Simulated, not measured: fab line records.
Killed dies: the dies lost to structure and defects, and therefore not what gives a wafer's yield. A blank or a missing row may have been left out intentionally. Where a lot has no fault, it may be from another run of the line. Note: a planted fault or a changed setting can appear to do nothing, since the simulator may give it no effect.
Matching of chambers :: flow nand_harc :: NHARC_A_CHANNEL_HOLE_D1_ETCH_16 on rie_diel-02: 4 sister chambers
The step etches the open film in O2/COS, target depth 3100 nm, time 806 s. 20 wafers are shown with their chamber, then 10 later ones without.

WAFERS, EACH WITH ITS CHAMBER
wafer: L766.2
chamber: 1
showerhead_plenum_p_Torr (Torr): 3.25
rf_vpp_V (V): 316.4
run_length_s (s): 827.8

wafer: L766.3
chamber: 2
showerhead_plenum_p_Torr (Torr): 3.00
rf_vpp_V (V): 311.6
run_length_s (s): 827.2

wafer: L766.6
chamber: 0
showerhead_plenum_p_Torr (Torr): 2.94
rf_vpp_V (V): 310.6
run_length_s (s): 827.5

wafer: L767.2
chamber: 2
showerhead_plenum_p_Torr (Torr): 3.00
rf_vpp_V (V): 312.3
run_length_s (s): 827.3

wafer: L767.5
chamber: 3
showerhead_plenum_p_Torr (Torr): 3.18
rf_vpp_V (V): 315.4
run_length_s (s): 827.1

wafer: L767.6
chamber: 2
showerhead_plenum_p_Torr (Torr): 3.00
rf_vpp_V (V): 313.4
run_length_s (s): 827.3

wafer: L768.1
chamber: 1
showerhead_plenum_p_Torr (Torr): 3.25
rf_vpp_V (V): 316.0
run_length_s (s): 828.1

wafer: L768.3
chamber: 0
showerhead_plenum_p_Torr (Torr): 2.93
rf_vpp_V (V): 310.4
run_length_s (s): 827.5

wafer: L768.4
chamber: 3
showerhead_plenum_p_Torr (Torr): 3.18
rf_vpp_V (V): 314.4
run_length_s (s): 827.5

wafer: L782.1
chamber: 0
showerhead_plenum_p_Torr (Torr): 2.93
rf_vpp_V (V): 310.7
run_length_s (s): 827.4

wafer: L782.3
chamber: 1
showerhead_plenum_p_Torr (Torr): 3.24
rf_vpp_V (V): 315.4
run_length_s (s): 828.3

wafer: L782.6
chamber: 0
showerhead_plenum_p_Torr (Torr): 2.93
rf_vpp_V (V): 311.2
run_length_s (s): 827.5

wafer: L783.1
chamber: 0
showerhead_plenum_p_Torr (Torr): 2.93
rf_vpp_V (V): 310.2
run_length_s (s): 827.5

wafer: L783.4
chamber: 2
showerhead_plenum_p_Torr (Torr): 3.00
rf_vpp_V (V): 311.8
run_length_s (s): 827.1

wafer: L783.5
chamber: 0
showerhead_plenum_p_Torr (Torr): 2.93
rf_vpp_V (V): 312.3
run_length_s (s): 827.4

wafer: L785.2
chamber: 3
showerhead_plenum_p_Torr (Torr): 3.18
rf_vpp_V (V): 315.1
run_length_s (s): 827.1

wafer: L785.4
chamber: 2
showerhead_plenum_p_Torr (Torr): 3.00
rf_vpp_V (V): 311.8
run_length_s (s): 826.9

wafer: L785.5
chamber: 3
showerhead_plenum_p_Torr (Torr): 3.18
rf_vpp_V (V): 314.4
run_length_s (s): 826.8

wafer: L786.4
chamber: 3
showerhead_plenum_p_Torr (Torr): 3.18
rf_vpp_V (V): 313.4
run_length_s (s): 827.3

wafer: L786.5
chamber: 3
showerhead_plenum_p_Torr (Torr): 3.18
rf_vpp_V (V): 314.2
run_length_s (s): 826.8

SIGNATURES, as means of the wafers listed above
reading: showerhead_plenum_p_Torr
chamber 0: 2.9317
chamber 1: 3.2467
chamber 2: 3.0000
chamber 3: 3.1800
scatter within a chamber: 0.00306

reading: rf_vpp_V
chamber 0: 310.900
chamber 1: 315.933
chamber 2: 312.180
chamber 3: 314.483
scatter within a chamber: 0.709

reading: run_length_s
chamber 0: 827.467
chamber 1: 828.067
chamber 2: 827.160
chamber 3: 827.100
scatter within a chamber: 0.199
Rule: distance of a wafer from a chamber = root of the sum over the readings of ((wafer's reading minus chamber's mean) / reading's scatter) squared. The wafer belongs to the nearest chamber; if the next one is less than 2 further off, it can't be placed. The scatter is the square root of a quotient: the sum, over the shown wafers, of each reading's squared deviation from its chamber's mean, divided by wafers minus chambers.

WAFERS WITH NO CHAMBER GIVEN
wafer: L786.6
showerhead_plenum_p_Torr (Torr): 2.93
rf_vpp_V (V): 310.8
run_length_s (s): 827.4

wafer: L787.2
showerhead_plenum_p_Torr (Torr): 3.24
rf_vpp_V (V): 315.5
run_length_s (s): 827.6

wafer: L787.3
showerhead_plenum_p_Torr (Torr): 3.18
rf_vpp_V (V): 314.9
run_length_s (s): 826.7

wafer: L787.4
showerhead_plenum_p_Torr (Torr): 2.99
rf_vpp_V (V): 312.3
run_length_s (s): 827.2

wafer: L788.4
showerhead_plenum_p_Torr (Torr): 3.24
rf_vpp_V (V): 316.8
run_length_s (s): 828.2

wafer: L788.5
showerhead_plenum_p_Torr (Torr): 2.99
rf_vpp_V (V): 313.0
run_length_s (s): 827.2

wafer: L788.6
showerhead_plenum_p_Torr (Torr): 3.18
rf_vpp_V (V): 315.6
run_length_s (s): 826.7

wafer: L789.3
showerhead_plenum_p_Torr (Torr): 3.17
rf_vpp_V (V): 315.9
run_length_s (s): 826.7

wafer: L789.4
showerhead_plenum_p_Torr (Torr): 3.24
rf_vpp_V (V): 316.1
run_length_s (s): 828.0

wafer: L789.5
showerhead_plenum_p_Torr (Torr): 3.24
rf_vpp_V (V): 316.1
run_length_s (s): 827.9

EACH ONE'S CHAMBER
wafer: L786.6
from the rows above: 0
in truth: 0

wafer: L787.2
from the rows above: 1
in truth: 1

wafer: L787.3
from the rows above: 3
in truth: 3

wafer: L787.4
from the rows above: 2
in truth: 2

wafer: L788.4
from the rows above: 1
in truth: 1

wafer: L788.5
from the rows above: 2
in truth: 2

wafer: L788.6
from the rows above: 3
in truth: 3

wafer: L789.3
from the rows above: 3
in truth: 3

wafer: L789.4
from the rows above: 1
in truth: 1

wafer: L789.5
from the rows above: 1
in truth: 1
Correct placement for 10 of the 10. Left unplaced by these rows: 0. 0 placed wrongly.
